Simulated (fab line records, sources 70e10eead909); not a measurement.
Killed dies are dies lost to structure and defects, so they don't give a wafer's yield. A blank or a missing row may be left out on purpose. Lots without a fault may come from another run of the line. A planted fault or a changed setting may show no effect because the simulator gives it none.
Chamber matching | flow nand_harc | NHARC_A_STAIRCASE_STRIP_476 on rie_diel-12: 4 sister chambers
The step strips in O2, time 20 s. 8 wafers are shown with their chamber, then 10 later ones without.

WAFERS WITH THEIR CHAMBER
wafer  | chamber | showerhead_plenum_p_Torr (Torr) | oes_product_au (a.u.)
L074.3 | 0       | 3.46                            | 0.994
L087.1 | 1       | 3.35                            | 0.990
L087.4 | 3       | 3.66                            | 0.999
L086.2 | 3       | 3.66                            | 0.995
L086.5 | 1       | 3.35                            | 0.980
L086.6 | 2       | 3.64                            | 0.998
L088.3 | 0       | 3.45                            | 1.009
L088.4 | 2       | 3.64                            | 1.009

WAFERS WITHOUT THEIR CHAMBER
wafer  | showerhead_plenum_p_Torr (Torr) | oes_product_au (a.u.)
L088.5 | 3.66                            | 1.005
L095.2 | 3.65                            | 0.994
L095.4 | 3.63                            | 0.991
L095.6 | 3.65                            | 0.987
L096.2 | 3.63                            | 0.990
L096.4 | 3.34                            | 0.982
L096.5 | 3.34                            | 0.972
L097.3 | 3.63                            | 0.982
L097.4 | 3.65                            | 0.996
L097.5 | 3.63                            | 0.986

WHICH CHAMBER EACH WENT THROUGH
wafer  | from the rows above     | in truth
L088.5 | 3                       | 3
L095.2 | can't be placed: 3 or 2 | 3
L095.4 | 2                       | 2
L095.6 | can't be placed: 3 or 2 | 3
L096.2 | 2                       | 2
L096.4 | 1                       | 1
L096.5 | 1                       | 1
L097.3 | 2                       | 2
L097.4 | can't be placed: 3 or 2 | 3
L097.5 | 2                       | 2
Placed correctly: 7 of 10. Can't be placed from these rows: 3 (the true chamber is among the candidates in 3). Placed wrongly: 0.
How it was worked out, from the rows above alone: a wafer's distance from a chamber is the root of the sum, over the readings, of the square of ((its reading less the chamber's mean) divided by the reading's scatter). The wafer belongs to the nearest chamber; if the next one is less than 2 further off, it can't be placed. A chamber's mean is the mean of its shown wafers. The scatter: the root of (the sum of the squares of (reading less its chamber's mean) over the shown wafers, divided by (wafers less chambers)).
